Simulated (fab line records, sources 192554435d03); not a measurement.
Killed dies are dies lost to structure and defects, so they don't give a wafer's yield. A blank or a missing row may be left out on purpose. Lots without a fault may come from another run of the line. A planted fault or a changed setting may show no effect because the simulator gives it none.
Which tool did it? | flow n5_finfet | 11 lots, 33 wafers sampled, at 4 steps of a route of 1938

WHAT THE GAUGES READ, wafer by wafer
The record holds no reading of a measuring or inspecting step that can be judged against a usual standard deviation.

WHICH TOOL RAN EACH LOT (tool, then ch and the chambers of the sampled wafers, then the start)
lot  | N5_BEOL_M13_STRIP_37                 | N5_BEOL_M13_ETCH_38                | N5_BEOL_M13_PRE_CLEAN_42     | N5_BEOL_M13_ANNEAL_48
L551 | plasma_asher-01 ch 1, day 13 06:34   | rie_diel-06 ch 0,1, day 13 07:15   | pvd_sputter-02, day 13 07:53 | rtp_anneal-01 ch 0, day 13 08:22
L552 | plasma_asher-02 ch 0,1, day 14 00:16 | rie_diel-02 ch 2,3, day 14 00:22   | pvd_sputter-01, day 14 00:43 | rtp_anneal-01 ch 0, day 14 01:23
L550 | plasma_asher-02 ch 0,1, day 14 00:49 | rie_diel-02 ch 1,3, day 14 00:54   | pvd_sputter-01, day 14 01:08 | rtp_anneal-01 ch 0, day 14 01:42
L553 | plasma_asher-02 ch 0,1, day 14 07:25 | rie_diel-02 ch 0,2,3, day 14 10:34 | pvd_sputter-01, day 14 11:08 | rtp_anneal-02 ch 0, day 14 11:37
L555 | plasma_asher-01 ch 0,1, day 14 19:40 | rie_diel-02 ch 0,1, day 14 20:14   | pvd_sputter-01, day 14 20:46 | rtp_anneal-01 ch 0, day 14 21:33
L556 | plasma_asher-01 ch 0,1, day 15 05:31 | rie_diel-06 ch 0,3, day 15 06:55   | pvd_sputter-01, day 15 07:32 | rtp_anneal-02 ch 0, day 15 08:01
L565 | plasma_asher-02 ch 0,1, day 17 05:26 | rie_diel-05 ch 0,2, day 17 07:28   | pvd_sputter-02, day 17 07:47 | rtp_anneal-01 ch 0, day 17 08:45
L563 | plasma_asher-02 ch 0,1, day 17 11:43 | rie_diel-05 ch 0,2,3, day 17 15:26 | pvd_sputter-01, day 17 16:11 | rtp_anneal-01 ch 0, day 17 16:40
L567 | plasma_asher-01 ch 0,1, day 17 23:50 | rie_diel-05 ch 0,1, day 18 00:41   | pvd_sputter-01, day 18 00:57 | rtp_anneal-01 ch 0, day 18 01:34
L570 | plasma_asher-01 ch 0,1, day 18 15:49 | rie_diel-06 ch 2,3, day 18 16:28   | pvd_sputter-01, day 18 17:11 | rtp_anneal-01 ch 0, day 18 17:43
L571 | plasma_asher-01 ch 0,1, day 18 18:17 | rie_diel-06 ch 0,2,3, day 18 22:49 | pvd_sputter-01, day 18 23:22 | rtp_anneal-01 ch 0, day 19 00:32
- N5_BEOL_M13_STRIP_37: strips in N2/H2.
- N5_BEOL_M13_ETCH_38: etches SiCN in CF4/N2, target depth 67.5 nm, time 71.9 s.
- N5_BEOL_M13_PRE_CLEAN_42: time 30 s.
- N5_BEOL_M13_ANNEAL_48: time 90 s.

WHAT THE TOOLS THEMSELVES READ (means of the sampled wafers that have a number; where no wafer has one, the mark that the record gives instead)
N5_BEOL_M13_STRIP_37.
lot  | tool            | drypump_motor_current_A (A) | heater_power_w (W) | oes_product_au (a.u.) | temp_c (C)
L551 | plasma_asher-01 | 5.80                        | 307                | 0.790                 | 249.83
L552 | plasma_asher-02 | 5.79                        | 362                | 0.770                 | 249.96
L550 | plasma_asher-02 | 5.79                        | 353                | 0.783                 | 250.24
L553 | plasma_asher-02 | 5.96                        | 329                | 0.798                 | 249.86
L555 | plasma_asher-01 | 5.94                        | 332                | 0.786                 | 250.02
L556 | plasma_asher-01 | 5.87                        | 323                | 0.787                 | 250.01
L565 | plasma_asher-02 | 5.96                        | 331                | 0.788                 | 249.89
L563 | plasma_asher-02 | 5.77                        | 353                | 0.787                 | 249.99
L567 | plasma_asher-01 | 5.86                        | 319                | 0.781                 | 249.92
L570 | plasma_asher-01 | 5.85                        | 314                | 0.786                 | 249.95
L571 | plasma_asher-01 | 5.87                        | 320                | 0.794                 | 250.06

N5_BEOL_M13_ETCH_38.
lot  | tool        | drypump_motor_current_A (A) | oes_product_au (a.u.) | rf_vpp_V (V) | showerhead_plenum_p_Torr (Torr) | throttle_valve_pct (%)
L551 | rie_diel-06 | 6.1                         | 0.74                  | 380.6        | 2.12                            | 15.8
L552 | rie_diel-02 | 5.3                         | 0.79                  | 380.8        | 2.16                            | 15.6
L550 | rie_diel-02 | 6.1                         | 0.83                  | 384.5        | 2.29                            | 15.4
L553 | rie_diel-02 | 5.5                         | 1.10                  | 382.0        | 2.20                            | 15.4
L555 | rie_diel-02 | 6.4                         | 1.04                  | 385.7        | 2.30                            | 15.2
L556 | rie_diel-06 | 5.7                         | 0.69                  | 378.5        | 2.07                            | 15.8
L565 | rie_diel-05 | 5.9                         | 0.76                  | 382.6        | 2.24                            | 15.8
L563 | rie_diel-05 | 5.7                         | 0.83                  | 382.0        | 2.20                            | 15.4
L567 | rie_diel-05 | 5.7                         | 0.86                  | 381.6        | 2.18                            | 15.3
L570 | rie_diel-06 | 6.0                         | 0.89                  | 384.7        | 2.31                            | 15.5
L571 | rie_diel-06 | 5.8                         | 0.81                  | 382.9        | 2.19                            | 15.6

N5_BEOL_M13_PRE_CLEAN_42.
lot  | tool           | heater_power_w (W)
L551 | pvd_sputter-02 | 318
L552 | pvd_sputter-01 | 323
L550 | pvd_sputter-01 | 322
L553 | pvd_sputter-01 | 317
L555 | pvd_sputter-01 | 339
L556 | pvd_sputter-01 | 318
L565 | pvd_sputter-02 | 334
L563 | pvd_sputter-01 | 314
L567 | pvd_sputter-01 | 332
L570 | pvd_sputter-01 | 336
L571 | pvd_sputter-01 | 354

N5_BEOL_M13_ANNEAL_48.
lot  | tool          | wafer_temp_C_max
L551 | rtp_anneal-01 | 226.13
L552 | rtp_anneal-01 | 226.04
L550 | rtp_anneal-01 | 225.89
L553 | rtp_anneal-02 | 226.11
L555 | rtp_anneal-01 | 226.12
L556 | rtp_anneal-02 | 225.81
L565 | rtp_anneal-01 | 226.30
L563 | rtp_anneal-01 | 226.15
L567 | rtp_anneal-01 | 225.93
L570 | rtp_anneal-01 | 226.07
L571 | rtp_anneal-01 | 226.07

THE ANSWER, worked out from the rows above alone
Rule: what is usual is taken from the lots themselves. Put in order of their means at a reading, lots are off if they are a third of the lots or fewer, leave a main group of 4 or more, and stand apart from it by a gap of 3 or more times the standard deviation of the main group's means; of several such gaps the widest counts. A main group whose means are all the same, to the digits that the tables above print for the reading, isn't used. A lot without any number at a reading at which 4 lots or more have one is off too. The other lots that the step has rows for count as sound. The gauges are gone through in route order, then the tools' own readings, and for those a lot's mean is taken as printed above. The first step at which some lot is off is used, and at that step the reading that is off furthest; a lot without a number counts as furthest.
No lot is off at any reading shown: from this, nothing can be told.

WHAT THE SIMULATOR HAD PUT IN
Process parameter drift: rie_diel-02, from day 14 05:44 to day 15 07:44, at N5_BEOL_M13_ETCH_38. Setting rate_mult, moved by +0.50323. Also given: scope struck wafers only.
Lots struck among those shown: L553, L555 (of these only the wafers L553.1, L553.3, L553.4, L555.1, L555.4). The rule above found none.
